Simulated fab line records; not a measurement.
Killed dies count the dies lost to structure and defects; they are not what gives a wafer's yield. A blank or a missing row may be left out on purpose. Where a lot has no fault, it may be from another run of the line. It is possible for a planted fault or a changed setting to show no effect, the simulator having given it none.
Chamber matching / flow n5 finfet / rie diel-02 running N5_BEOL_M1_DESCUM_33: 4 sister chambers
The step chemistry O2, time 7 s. 18 wafers are shown with their chamber, then 9 later ones without.

== WAFERS PAIRED WITH THEIR CHAMBERS ==
wafer=L080.1; chamber=0; showerhead plenum p Torr (Torr)=2.04; drypump motor current A (A)=5.47; throttle valve pct (%)=20.17
wafer=L080.3; chamber=1; showerhead plenum p Torr (Torr)=2.19; drypump motor current A (A)=5.93; throttle valve pct (%)=20.00
wafer=L080.5; chamber=0; showerhead plenum p Torr (Torr)=2.04; drypump motor current A (A)=5.48; throttle valve pct (%)=20.17
wafer=L081.2; chamber=2; showerhead plenum p Torr (Torr)=2.11; drypump motor current A (A)=5.96; throttle valve pct (%)=20.25
wafer=L081.4; chamber=0; showerhead plenum p Torr (Torr)=2.04; drypump motor current A (A)=5.50; throttle valve pct (%)=20.16
wafer=L081.6; chamber=3; showerhead plenum p Torr (Torr)=2.06; drypump motor current A (A)=6.15; throttle valve pct (%)=20.14
wafer=L085.1; chamber=1; showerhead plenum p Torr (Torr)=2.18; drypump motor current A (A)=6.01; throttle valve pct (%)=20.00
wafer=L085.3; chamber=3; showerhead plenum p Torr (Torr)=2.06; drypump motor current A (A)=6.14; throttle valve pct (%)=20.15
wafer=L085.6; chamber=3; showerhead plenum p Torr (Torr)=2.06; drypump motor current A (A)=6.14; throttle valve pct (%)=20.17
wafer=L087.1; chamber=1; showerhead plenum p Torr (Torr)=2.18; drypump motor current A (A)=5.96; throttle valve pct (%)=20.02
wafer=L087.4; chamber=3; showerhead plenum p Torr (Torr)=2.05; drypump motor current A (A)=6.15; throttle valve pct (%)=20.16
wafer=L087.6; chamber=3; showerhead plenum p Torr (Torr)=2.05; drypump motor current A (A)=6.14; throttle valve pct (%)=20.15
wafer=L088.1; chamber=2; showerhead plenum p Torr (Torr)=2.10; drypump motor current A (A)=6.00; throttle valve pct (%)=20.28
wafer=L088.3; chamber=1; showerhead plenum p Torr (Torr)=2.18; drypump motor current A (A)=5.99; throttle valve pct (%)=20.02
wafer=L088.6; chamber=1; showerhead plenum p Torr (Torr)=2.18; drypump motor current A (A)=5.98; throttle valve pct (%)=20.02
wafer=L089.2; chamber=3; showerhead plenum p Torr (Torr)=2.05; drypump motor current A (A)=6.13; throttle valve pct (%)=20.15
wafer=L089.5; chamber=2; showerhead plenum p Torr (Torr)=2.10; drypump motor current A (A)=5.94; throttle valve pct (%)=20.27
wafer=L089.6; chamber=1; showerhead plenum p Torr (Torr)=2.18; drypump motor current A (A)=5.96; throttle valve pct (%)=20.01

SIGNATURES, as means of the wafers listed above
reading=showerhead plenum p Torr; chamber 0=2.0400; chamber 1=2.1817; chamber 2=2.1033; chamber 3=2.0550; scatter within a chamber=0.00463
reading=drypump motor current A; chamber 0=5.4833; chamber 1=5.9717; chamber 2=5.9667; chamber 3=6.1417; scatter within a chamber=0.0215
reading=throttle valve pct; chamber 0=20.1667; chamber 1=20.0117; chamber 2=20.2667; chamber 3=20.1533; scatter within a chamber=0.0105
Rule: a wafer lies at a distance from a chamber equal to the root of the sum of squares, over the readings, of (its reading less the chamber's mean, divided by the reading's scatter). The wafer belongs to the nearest chamber; if the next one is less than 2 further off, it can't be placed. The scatter is the square root of a quotient: the sum, over the shown wafers, of each reading's squared deviation from its chamber's mean, divided by wafers minus chambers.

== WAFERS WHOSE CHAMBER IS MISSING ==
wafer=L090.2; showerhead plenum p Torr (Torr)=2.10; drypump motor current A (A)=5.95; throttle valve pct (%)=20.27
wafer=L090.5; showerhead plenum p Torr (Torr)=2.10; drypump motor current A (A)=5.95; throttle valve pct (%)=20.28
wafer=L090.6; showerhead plenum p Torr (Torr)=2.18; drypump motor current A (A)=6.00; throttle valve pct (%)=20.02
wafer=L092.2; showerhead plenum p Torr (Torr)=2.03; drypump motor current A (A)=5.47; throttle valve pct (%)=20.20
wafer=L092.3; showerhead plenum p Torr (Torr)=2.05; drypump motor current A (A)=6.14; throttle valve pct (%)=20.18
wafer=L092.5; showerhead plenum p Torr (Torr)=2.18; drypump motor current A (A)=5.98; throttle valve pct (%)=20.03
wafer=L097.1; showerhead plenum p Torr (Torr)=2.10; drypump motor current A (A)=5.96; throttle valve pct (%)=20.30
wafer=L097.2; showerhead plenum p Torr (Torr)=2.03; drypump motor current A (A)=5.49; throttle valve pct (%)=20.21
wafer=L097.6; showerhead plenum p Torr (Torr)=2.03; drypump motor current A (A)=5.47; throttle valve pct (%)=20.21

== THE CHAMBER EACH PASSED THROUGH ==
wafer=L090.2; from the rows above=2; in truth=2
wafer=L090.5; from the rows above=2; in truth=2
wafer=L090.6; from the rows above=1; in truth=1
wafer=L092.2; from the rows above=0; in truth=0
wafer=L092.3; from the rows above=3; in truth=3
wafer=L092.5; from the rows above=1; in truth=1
wafer=L097.1; from the rows above=2; in truth=2
wafer=L097.2; from the rows above=0; in truth=0
wafer=L097.6; from the rows above=0; in truth=0
Correctly placed: 9 of 9. Not placeable from these rows: 0. Placed wrongly: 0.
